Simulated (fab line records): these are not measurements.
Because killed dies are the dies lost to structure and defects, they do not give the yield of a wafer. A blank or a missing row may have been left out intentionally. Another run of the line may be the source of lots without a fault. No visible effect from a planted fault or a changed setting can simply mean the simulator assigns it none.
Comparing a struck lot with a sound one | flow n5Finfet | 34 out of 1938 route steps
Sound: wafers L515.1, L515.2, L515.4. Struck: wafer L524.6; the same lot's L524.4 was not struck, so it is left out; see the end for the cause.
For every step that has rows: the tool of each side, followed by ch and its chambers, followed by its first start. Under that, the readings that differ: sound wafers | struck wafers | difference of the means | sigmas: that difference in standard deviations of wafers without a fault.
alike: same words and numbers on both sides, and readings whose means sit less than 2 such deviations apart. not compared: any withheld reading, any reading some wafer has no value for, any bound like >300 that may hide the same value, and any number with overlapping values for which the record gives no deviation.
A row with sigmas, a row that says differs or no value, or rows on one side alone: a step with any of these is where the two part. Numbers that don't overlap but have no deviation are shown without sigmas and don't part them. A reading that every wafer of one side lacks parts them only if that side has two wafers or more.

first, 9 steps without rows for these wafers: N5_SD_EPI_P_DEVELOP_08 (develop time 30 s); N5_SD_EPI_P_DESCUM_14 (chemistry O2, time 7.9 s); N5_SD_EPI_P_ETCH_36 (etches SiARC in CF4, target depth 45.5 nm, time 75.8 s); N5_SD_EPI_P_ETCH_37 (etches SOC in N2/H2, overetch 108 nm, time 486 s); N5_SD_EPI_P_STRIP_38 (strips in N2/H2); N5_SD_EPI_P_ETCHBACK_46 (etches SiNx in CH3F/O2, stops on SiO2, target depth 17.5 nm); N5_SD_EPI_P_ETCH_47 (etches SiOCN in CH3F/O2, target depth 25 nm); N5_SD_EPI_P_ETCH_16 (etches SiO2 in CHF3/O2, target depth 5 nm); N5_SD_EPI_P_STRIP_50 (strips in CHF3/O2).
N5_SD_EPI_P_SD_RECESS_17: chemistry HBr/Cl2/O2, target depth 39.1 nm, bt time 3 s.
  sound on rieSi-06 ch 1,2,3, day 5 03:34; struck on rieSi-06 ch 3, day 7 05:28
reading                            | sound             | struck | difference | sigmas
model.SD_EPI_P.featureDepthNm (nm) | 39.4 38 38        | 25.6   | -12.9      | 
model.etch.depthNm (nm)            | 39.31 37.91 37.99 | 25.69  | -12.71     | 
  alike: drypumpMotorCurrentA, oesProductAu, throttleValvePct
  not compared: rfHoursCounterH
then, 22 steps without rows for these wafers: N5_SD_EPI_P_WET_ETCH_45 (etches SiO2 in dHF, time 10.7 s, target depth 2 nm, rinse time 30 s); N5_SD_EPI_P_STRIP_40 (strips in N2/H2); N5_SD_EPI_P_PRECLEAN_52 (cleans in O3/DIW, time 60 s); N5_SD_EPI_P_SRD_20 (time 30 s); N5_SD_EPI_P_PRECLEAN_51 (cleans in NF3:NH3, afs cycles 1, time 20 s, sublimation time 60 s); N5_SD_EPI_P_VAPOR_ETCH_44 (etches SiGe30 in NF3/Ar, time 3.3 s); N5_SD_EPI_P_EPI_21 (deposits SiGe:B, time 355 s); N5_SD_EPI_P_HM_STRIP_48 (strips SiNx in H3PO4, material SiNx, target depth 3 nm); N5_SD_EPI_P_SRD_49 (time 30 s); N5_SD_EPI_P_PRECLEAN_24 (cleans in O3/DIW, time 45 s); N5_SD_EPI_P_PRECLEAN_32 (cleans in dHF, time 10 s); N5_SD_EPI_P_PRECLEAN_33 (cleans in SC2, time 45 s); N5_SD_EPI_P_SRD_25 (time 30 s); N5_SD_ACTIVATION_RTA_00 (time 0 s); N5_SD_ACTIVATION_LSA_01 (time 0.0008 s); N5_ILD0_LINER_00 (material SiNx, target thk 4 nm, pulse time 1 s, purge time 2 s); N5_ILD0_FCVD_FILL_01 (material SiO2 flowable, target thk 200 nm, time 328.3 s); N5_ILD0_CURE_02 (time 1800 s); N5_ILD0_CMP_03 (polishes, stops on SiNx, t overpolish 1.9 s, target thk 197.38 nm); N5_ILD0_CMP_07 (polishes SiO2 flowable, stops on poly-Si, t overpolish 1.18 s, target thk 138.88 nm); N5_ILD0_PRECLEAN_10 (cleans in NF3:NH3, afs cycles 5, time 20 s, sublimation time 60 s); N5_ILD0_ALD_15 (deposits SiNx, target thk 24 nm, pulse time 1 s, ald cycles 480).
-- the record jumps here: 5 days lie between the struck wafers' starts before and after (it left off in module ILD0 and takes up again in module BEOL_M4, whose first step shown is number 1111 of the route) --
N5_BEOL_M4_RC_MEAS_101:
  sound on prober-02 ch 0, day 9 16:51; struck on prober-01 ch 0, day 12 00:11
reading         | sound             | struck | difference | sigmas
CJ_P            | 5.70 5.46 5.89    | 2.35   | -3.33      | -19
IOFF_N (nA/um)  | 0.136 0.110 0.112 | 0.194  | +0.075     | +3
ION_N (uA/um)   | 659 656 671       | 694    | +32        | +3
ION_P (uA/um)   | 458 447 448       | 394    | -57        | -8
REXT_P (ohm.um) | 103.2 104.5 104.3 | 117.3  | +13.3      | +6
VT_N (mV)       | 251 257 255       | 247    | -7         | -2
  alike: DIBL_N, DIBL_P, IOFF_P, SS_N, SS_P, VT_P, VT_P_LVT
-- the record jumps here: 4 days lie between the struck wafers' starts before and after (it left off in module BEOL_M4 and takes up again in module PASSIVATION, whose first step shown is number 1936 of the route) --
N5_PASSIVATION_PROBE_49:
  sound: prober-02 at day 14 07:17; struck: prober-02 at day 16 08:39
reading              | sound          | struck | difference | sigmas
killed_at_M4_up      | 12 16 14       | 36     | +22        | +4
sort_bin_8_speed (%) | 0 0 0          | 90.85  | +90.85     | +99 or more
sortNPass            | 1091 1106 1084 | 0      | -1094      | -55
sortYieldPct (%)     | 92.5 93.7 91.9 | 0      | -93        | -55
  alike: defectLimitedYield, killed_at_M0_to_M3, killedAtContacts, killedAtFrontEnd, killedAtOther, killedDies, killedOpen, killedShort, sort_bin_5_function, sort_bin_6_memory

WHERE THEY PART
First at N5_BEOL_M4_RC_MEAS_101; last, within this record, at N5_PASSIVATION_PROBE_49.

WHY: what the simulator had put in
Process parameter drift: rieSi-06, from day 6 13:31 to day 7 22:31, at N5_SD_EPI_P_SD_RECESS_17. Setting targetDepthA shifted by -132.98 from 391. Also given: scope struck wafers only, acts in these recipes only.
